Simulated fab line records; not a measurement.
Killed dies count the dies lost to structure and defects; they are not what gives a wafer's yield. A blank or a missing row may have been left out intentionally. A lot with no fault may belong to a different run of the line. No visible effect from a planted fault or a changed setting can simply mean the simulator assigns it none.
The tool behind it: which one? -- flow n5Finfet -- 30 wafers from 10 lots sampled at 5 of the route's 1938 steps

## WHAT THE GAUGES READ, wafer by wafer
N5_BEOL_M4_RC_MEAS_101. Usual: DIBL_N 36.2 mV/V, standard deviation 1.7; DIBL_P 36.2 mV/V, standard deviation 2.2; IOFF_N 0.16 nA/um, standard deviation 0.035; IOFF_P 0.21 nA/um, standard deviation 0.042; ION_N 673 uA/um, standard deviation 13; ION_P 462 uA/um, standard deviation 7.9; SS_N 71.4 mV/dec, standard deviation 0.59; SS_P 73.2 mV/dec, standard deviation 0.7; VT_N 250 mV, standard deviation 3.6; VT_P -251 mV, standard deviation 3.5.
lot,measured,on,DIBL_N (mV/V),DIBL_P (mV/V),IOFF_N (nA/um),IOFF_P (nA/um),ION_N (uA/um),ION_P (uA/um),SS_N (mV/dec),SS_P (mV/dec),VT_N (mV),VT_P (mV),flag
L712,day 7 14:49,prober-01,39.5 37.5 34.2,39.9 36.7 33.5,0.20 0.17 0.11,0.24 0.20 0.15,672 681 642,458 461 443,72.9 71.9 71.0,74.6 74.5 72.4,248 253 256,-248 -251 -256,
L714,day 8 05:29,prober-01,33.7 35.4 35.9,35.2 37.1 37.6,0.14 0.16 0.18,0.21 0.23 0.23,667 674 682,469 473 473,70.5 71.1 71.9,72.9 73.2 74.0,252 250 248,-250 -248 -250,
L718,day 9 04:19,prober-01,35.6 34.7 38.1,38.0 36.0 39.9,0.17 0.14 0.20,0.21 0.18 0.23,681 662 681,456 454 458,71.0 71.7 71.8,72.9 73.0 74.0,252 250 249,-250 -253 -251,
L721,day 10 17:28,prober-01,38.1 37.1 38.6,38.7 37.4 39.1,0.19 0.17 0.19,0.24 0.22 0.25,695 678 681,468 464 466,72.1 72.0 72.6,73.9 73.7 74.6,248 250 245,-246 -250 -246,
L722,day 10 21:37,prober-01,36.3 38.6 37.6,36.0 38.3 36.5,0.15 0.20 0.17,0.20 0.24 0.21,673 670 671,459 456 462,71.0 71.4 72.3,73.7 74.2 73.1,253 248 248,-253 -251 -250,
L723,day 11 00:17,prober-01,33.6 35.7 33.9,32.4 35.6 32.6,0.11 0.14 0.11,0.16 0.21 0.17,655 661 666,450 459 455,70.5 70.5 70.8,71.7 73.2 73.0,251 249 255,-253 -251 -253,
L730,day 12 17:07,prober-02,32.5 32.4 32.2,32.9 31.6 30.7,0.10 0.10 0.09,0.15 0.14 0.13,654 648 648,455 446 446,71.2 70.5 70.4,72.3 72.4 72.3,256 256 258,-254 -255 -258,
L732,day 12 20:08,prober-02,36.3 35.5 34.4,37.8 35.8 34.4,0.16 0.14 0.12,0.21 0.19 0.16,675 671 667,458 461 454,70.9 70.7 71.0,73.4 73.3 73.1,251 252 253,-251 -251 -254,
L733,day 13 14:12,prober-01,37.8 36.2 37.1,37.2 34.0 34.9,0.16 0.12 0.15,0.25 0.19 0.21,669 673 675,459 462 470,71.8 71.5 70.9,73.6 72.6 72.3,247 255 249,-247 -251 -249,
L734,day 13 15:37,prober-02,37.0 34.4 37.7,36.1 33.8 37.8,0.16 0.12 0.18,0.21 0.17 0.24,668 666 678,459 457 459,71.3 71.0 71.8,72.9 71.9 73.3,251 255 247,-250 -253 -249,

## EACH LOT AND THE TOOL THAT RAN IT (in order: tool; ch and the chambers of the sampled wafers; start)
lot,N5_BEOL_M4_SPUTTER_48,N5_BEOL_M4_ANNEAL_91,N5_BEOL_M4_SPUTTER_92,N5_BEOL_M4_SPUTTER_96
L712,"pvdSputter-01, day 7 11:46","pvdSputter-01, day 7 12:56","pvdSputter-01, day 7 13:05","pvdSputter-01, day 7 13:31"
L714,"pvdSputter-03, day 8 02:19","pvdSputter-03, day 8 03:30","pvdSputter-03, day 8 03:38","pvdSputter-03, day 8 04:05"
L718,"pvdSputter-03, day 9 01:28","pvdSputter-03, day 9 02:38","pvdSputter-03, day 9 02:47","pvdSputter-03, day 9 03:13"
L721,"pvdSputter-03, day 10 14:31","pvdSputter-03, day 10 15:41","pvdSputter-03, day 10 15:50","pvdSputter-03, day 10 16:16"
L722,"pvdSputter-03, day 10 18:45","pvdSputter-03, day 10 19:56","pvdSputter-03, day 10 20:04","pvdSputter-03, day 10 20:31"
L723,"pvdSputter-03, day 10 21:16","pvdSputter-03, day 10 22:27","pvdSputter-03, day 10 22:35","pvdSputter-03, day 10 23:02"
L730,"pvdSputter-03, day 12 14:15","pvdSputter-03, day 12 15:26","pvdSputter-03, day 12 15:34","pvdSputter-03, day 12 16:01"
L732,"pvdSputter-03, day 12 17:05","pvdSputter-03, day 12 18:16","pvdSputter-03, day 12 18:25","pvdSputter-03, day 12 18:51"
L733,"pvdSputter-03, day 13 11:04","pvdSputter-03, day 13 12:15","pvdSputter-03, day 13 12:23","pvdSputter-03, day 13 12:50"
L734,"pvdSputter-02, day 13 12:29","pvdSputter-02, day 13 13:40","pvdSputter-02, day 13 13:49","pvdSputter-02, day 13 14:15"
- N5_BEOL_M4_SPUTTER_48: material Cu, target thk 4.5 nm, time 8.29 s.
- N5_BEOL_M4_ANNEAL_91: time 240 s.
- N5_BEOL_M4_SPUTTER_92: material Cu, target thk 4.5 nm, time 8.29 s.
- N5_BEOL_M4_SPUTTER_96: material Cu, target thk 4.5 nm, time 8.29 s.

## AS READ BY THE TOOLS THEMSELVES (means over the sampled wafers that have a number; for cases with no such wafer, the mark the record gives instead)
N5_BEOL_M4_SPUTTER_48. Usual: chuckGasFlowSccm 1.27 sccm, standard deviation 0.057; substrateTempC -20.00 C, standard deviation 0.099; susceptorTempC -19.99 C, standard deviation 0.11; throttleValvePct 30.2 %, standard deviation 1.3.
lot,tool,chuckGasFlowSccm (sccm),substrateTempC (C),susceptorTempC (C),throttleValvePct (%),flag
L712,pvdSputter-01,1.28,-20.06,-20.00,30.1,
L714,pvdSputter-03,1.28,-19.97,-19.91,29.8,
L718,pvdSputter-03,1.33,-19.98,-19.87,30.7,
L721,pvdSputter-03,1.28,-20.02,-20.17,30.1,
L722,pvdSputter-03,1.26,-19.97,-19.90,28.8,
L723,pvdSputter-03,1.29,-20.00,-19.92,30.3,
L730,pvdSputter-03,1.26,-19.99,-19.96,29.4,
L732,pvdSputter-03,1.27,-20.15,-19.92,29.1,
L733,pvdSputter-03,1.28,-20.00,-19.99,29.4,
L734,pvdSputter-02,1.26,-20.07,-20.00,30.2,

N5_BEOL_M4_ANNEAL_91. Usual: heaterPowerW 859 W, standard deviation 88; susceptorTempC 399.94 C, standard deviation 0.22.
lot,tool,heaterPowerW (W),susceptorTempC (C),flag
L712,pvdSputter-01,829,399.89,
L714,pvdSputter-03,849,400.13,
L718,pvdSputter-03,892,400.17,
L721,pvdSputter-03,-,-,OFF
L722,pvdSputter-03,-,-,OFF
L723,pvdSputter-03,-,-,OFF
L730,pvdSputter-03,879,399.74,
L732,pvdSputter-03,911,399.95,
L733,pvdSputter-03,893,400.05,
L734,pvdSputter-02,795,399.90,

N5_BEOL_M4_SPUTTER_92. Usual: chuckGasFlowSccm 1.27 sccm, standard deviation 0.054; substrateTempC -19.99 C, standard deviation 0.11; susceptorTempC -19.98 C, standard deviation 0.11; throttleValvePct 30.1 %, standard deviation 1.3.
lot,tool,chuckGasFlowSccm (sccm),substrateTempC (C),susceptorTempC (C),throttleValvePct (%),flag
L712,pvdSputter-01,1.24,-20.00,-19.95,30.1,
L714,pvdSputter-03,1.25,-20.02,-19.92,29.7,
L718,pvdSputter-03,1.27,-20.00,-19.99,30.7,
L721,pvdSputter-03,1.21,-20.09,-19.96,30.2,
L722,pvdSputter-03,1.26,-20.01,-19.86,28.6,
L723,pvdSputter-03,1.33,-19.95,-19.96,30.4,
L730,pvdSputter-03,1.23,-20.06,-20.05,29.5,
L732,pvdSputter-03,1.26,-19.87,-19.92,28.9,
L733,pvdSputter-03,1.26,-19.89,-19.99,29.6,
L734,pvdSputter-02,1.24,-20.02,-20.04,30.1,

N5_BEOL_M4_SPUTTER_96. Usual: chuckGasFlowSccm 1.28 sccm, standard deviation 0.06; substrateTempC -20.00 C, standard deviation 0.094; susceptorTempC -19.98 C, standard deviation 0.11; throttleValvePct 30.2 %, standard deviation 1.3.
lot,tool,chuckGasFlowSccm (sccm),substrateTempC (C),susceptorTempC (C),throttleValvePct (%),flag
L712,pvdSputter-01,1.29,-20.12,-20.00,30.3,
L714,pvdSputter-03,1.25,-19.95,-20.01,29.8,
L718,pvdSputter-03,1.31,-20.01,-19.93,30.9,
L721,pvdSputter-03,1.33,-20.07,-19.95,30.3,
L722,pvdSputter-03,1.22,-20.05,-20.02,28.8,
L723,pvdSputter-03,1.33,-19.96,-20.05,30.2,
L730,pvdSputter-03,1.22,-19.99,-20.05,29.5,
L732,pvdSputter-03,1.24,-20.02,-20.05,29.0,
L733,pvdSputter-03,1.29,-20.00,-20.07,29.4,
L734,pvdSputter-02,1.25,-19.98,-20.11,30.2,

## THE ANSWER, worked out from the rows above alone
Rule: a lot counts as off when the mean over its wafers that have a number is more than 3 standard deviations away from the usual mean. Also off: a lot with no number at a reading for which 4 or more lots have one. Where the step has rows for the other lots, those lots are counted as sound. First the gauges in route order, then the tools' own readings, where a lot's mean is used as printed above. The first step at which some lot is off is used, and at that step the reading that is off furthest; a lot without a number counts as furthest.
Off: L721, L722, L723 (N5_BEOL_M4_ANNEAL_91, heaterPowerW). Without a number there: L721, L722, L723.
If a tool, at that step or one of the process steps before it, ran each lot that is off and ran no sound lot following the first of them, it fits. None of those tried fits.

## WHAT THE SIMULATOR HAD PUT IN
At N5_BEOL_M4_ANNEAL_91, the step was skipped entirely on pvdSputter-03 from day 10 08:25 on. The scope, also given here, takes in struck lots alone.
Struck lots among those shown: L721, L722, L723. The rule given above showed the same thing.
